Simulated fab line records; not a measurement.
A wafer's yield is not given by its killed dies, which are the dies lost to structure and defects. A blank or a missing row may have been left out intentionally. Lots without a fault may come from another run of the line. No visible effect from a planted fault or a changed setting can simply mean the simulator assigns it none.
Chamber matching :: flow n5-finfet :: N5_BEOL_M10_PECVD_70 on pecvd-03 has 3 sister chambers
The step deposits SiO2 from TEOS/O2, target thk 20 nm, time 22.7 s. 6 wafers are shown with their chamber, then 10 later ones without.

== WAFERS PAIRED WITH THEIR CHAMBERS ==
wafer: L086.3
chamber: 0
throttle-valve-pct (%): 22.3
showerhead-plenum-p-Torr (Torr): 8.90

wafer: L088.1
chamber: 0
throttle-valve-pct (%): 22.6
showerhead-plenum-p-Torr (Torr): 8.88

wafer: L088.2
chamber: 2
throttle-valve-pct (%): 21.0
showerhead-plenum-p-Torr (Torr): 8.85

wafer: L088.3
chamber: 1
throttle-valve-pct (%): 21.2
showerhead-plenum-p-Torr (Torr): 8.81

wafer: L088.4
chamber: 1
throttle-valve-pct (%): 21.1
showerhead-plenum-p-Torr (Torr): 8.83

wafer: L088.5
chamber: 2
throttle-valve-pct (%): 21.0
showerhead-plenum-p-Torr (Torr): 8.87

== WAFERS WITH NO CHAMBER GIVEN ==
wafer: L088.6
throttle-valve-pct (%): 22.2
showerhead-plenum-p-Torr (Torr): 8.90

wafer: L087.3
throttle-valve-pct (%): 20.7
showerhead-plenum-p-Torr (Torr): 8.86

wafer: L087.4
throttle-valve-pct (%): 20.9
showerhead-plenum-p-Torr (Torr): 8.84

wafer: L087.5
throttle-valve-pct (%): 21.2
showerhead-plenum-p-Torr (Torr): 8.82

wafer: L094.2
throttle-valve-pct (%): 21.1
showerhead-plenum-p-Torr (Torr): 8.88

wafer: L094.3
throttle-valve-pct (%): 20.8
showerhead-plenum-p-Torr (Torr): 8.82

wafer: L094.4
throttle-valve-pct (%): 22.6
showerhead-plenum-p-Torr (Torr): 8.90

wafer: L096.1
throttle-valve-pct (%): 21.1
showerhead-plenum-p-Torr (Torr): 8.80

wafer: L096.3
throttle-valve-pct (%): 20.8
showerhead-plenum-p-Torr (Torr): 8.84

wafer: L096.5
throttle-valve-pct (%): 21.0
showerhead-plenum-p-Torr (Torr): 8.86

== WHICH CHAMBER EACH ONE RAN IN ==
wafer: L088.6
from the rows above: 0
in truth: 0

wafer: L087.3
from the rows above: 2
in truth: 2

wafer: L087.4
from the rows above: can't be placed: 2 or 1
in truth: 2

wafer: L087.5
from the rows above: 1
in truth: 1

wafer: L094.2
from the rows above: 2
in truth: 2

wafer: L094.3
from the rows above: can't be placed: 1 or 2
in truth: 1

wafer: L094.4
from the rows above: 0
in truth: 0

wafer: L096.1
from the rows above: 1
in truth: 1

wafer: L096.3
from the rows above: can't be placed: 2 or 1
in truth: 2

wafer: L096.5
from the rows above: 2
in truth: 2
7 of 10 placed correctly. These rows do not allow placing 3 (true chamber among the candidates in 3). Wrongly placed: 0.
How it was worked out, from the rows above alone: a wafer's distance from a chamber is the root of the sum, over the readings, of the square of ((its reading less the chamber's mean) divided by the reading's scatter). If the next closest chamber is less than 2 further off than the closest, the wafer can't be placed; otherwise it belongs to the closest. A chamber's mean is the mean of its shown wafers. The scatter: the root of (the sum of the squares of (reading less its chamber's mean) over the shown wafers, divided by (wafers less chambers)).
